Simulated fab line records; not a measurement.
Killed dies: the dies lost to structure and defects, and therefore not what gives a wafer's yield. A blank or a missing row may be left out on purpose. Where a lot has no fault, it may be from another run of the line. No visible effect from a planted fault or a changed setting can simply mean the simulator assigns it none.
Split-lot trial ; flow n5_finfet ; 21 wafers read across 7 lots, on a route 1938 steps long

ABOUT THE SPLIT
At N5_BEOL_M8_DESCUM_33 (chemistry O2, time 7 s), the setting time_s was moved away from the recipe's 7 s on 9 of the 21 wafers read, by -20.7% to +15.8%. All remaining wafers had this setting at the recipe value.

Split to reading: the file shows no intervening step.

THE READING
CAR-EUV_of_BEOL_M8_COAT_22.thk_nm (the simulator's own value, which no gauge read), in nm, at N5_BEOL_M8_ETCH_72 (etches underlayer in N2/H2, target depth 6.5 nm, time 5.2 s). The file gives no usual value for it. Here, 12 wafers ran the recipe; their average is 20.4 nm with a standard deviation of 0.11 nm.

wafer;tool, chamber at the split;time_s as run, s;against the recipe;CAR-EUV_of_BEOL_M8_COAT_22.thk_nm, nm;against lot-mates on the recipe
L077.1;rie_diel-03, 2,0;7;recipe;20.4;-
L077.6;rie_diel-03, 2,0;7;recipe;20.4;-
L077.5;rie_diel-03, 1;7;recipe;20.2;-
L084.2;rie_diel-06, 3,1;7;recipe;20.6;-
L084.5;rie_diel-06, 3,1;7;recipe;20.4;-
L084.6;rie_diel-06, 0;7;recipe;20.4;-
L086.2;rie_diel-03, 1,2;7;recipe;20.2;-
L086.5;rie_diel-03, 1,2;7;recipe;20.4;-
L086.6;rie_diel-03, 3;7;recipe;20.4;-
L087.1;rie_diel-06, 3;7;recipe;20.4;-
L087.3;rie_diel-06, 0,1;8.108;+15.8%;19.8;-0.6
L087.4;rie_diel-06, 0,1;8.108;+15.8%;19.8;-0.6
L090.1;rie_diel-06, 0,2;5.906;-15.6%;20.8;+0.4
L090.3;rie_diel-06, 0,2;5.906;-15.6%;20.8;+0.4
L090.4;rie_diel-06, 1;7;recipe;20.4;-
L094.2;rie_diel-06, 0,3;6.37;-9.0%;20.6;+0.4
L094.4;rie_diel-06, 0,3;6.37;-9.0%;20.6;+0.4
L094.5;rie_diel-06, 2;7;recipe;20.2;-
L096.2;rie_diel-03, 0;5.548;-20.7%;21;no lot-mate on the recipe
L096.5;rie_diel-03, 0;5.548;-20.7%;21.2;no lot-mate on the recipe
L096.6;rie_diel-03, 3;5.548;-20.7%;21.2;no lot-mate on the recipe
When a row names more than one chamber, that row covers several wafers, and the file does not tell which wafer ran in which chamber.

THE FIT
A straight line over all 21 wafers: CAR-EUV_of_BEOL_M8_COAT_22.thk_nm changes by -0.0345 nm for each +1% of time_s; r = -0.96; the points scatter about the line by 0.11 nm.
The same after taking each lot's own level away (the mean of its wafers on the recipe; 18 wafers): -0.0338 nm for each +1%; r = -0.95; scatter 0.093 nm.
The reading moves by 0.7 nm for the largest change in time_s, on that fit.
The span of the lots' own levels, 20.20 to 20.47 nm, comes to 2.4 times the standard deviation stated above.
The two slopes are in agreement: the lot-to-lot level therefore moves the slope only a little.
Check: for one of the wafers moved furthest among these (+15.8%), held out of the fit, the line's prediction against its lot-mates is -0.521 nm. Against them it came out at -0.6 nm.

OTHER SPLITS APPLIED TO THESE WAFERS
These wafers also went through other splits before the reading. Each is held against what the fit with the lots' levels taken away leaves over:
other split on the same wafers;wafers away from the commonest value;r with CAR-EUV_of_BEOL_M8_COAT_22.thk_nm (lot level and that fit taken away)
N5_BEOL_M7_ETCH_41 source_w;6;-0.03

THE WHOLE CHAIN: every reading that the file lists as answering this split, in the file's order
step;what it does;reading;change (the file's fit);r (the file's)
N5_BEOL_M8_DESCUM_33;chemistry O2, time 7 s;CAR-EUV_of_BEOL_M8_COAT_22.thk_nm (the simulator's own value, which no gauge read);-0.039 nm for each +1% of the setting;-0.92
N5_BEOL_M8_ETCH_72;etches underlayer in N2/H2, target depth 6.5 nm, time 5.2 s;CAR-EUV_of_BEOL_M8_COAT_22.thk_nm (the simulator's own value, which no gauge read);-0.0336 nm for each +1% of the setting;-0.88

THE FILE'S OWN FIT
CAR-EUV_of_BEOL_M8_COAT_22.thk_nm changes by -0.0336 nm for each +1% of time_s, r = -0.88.
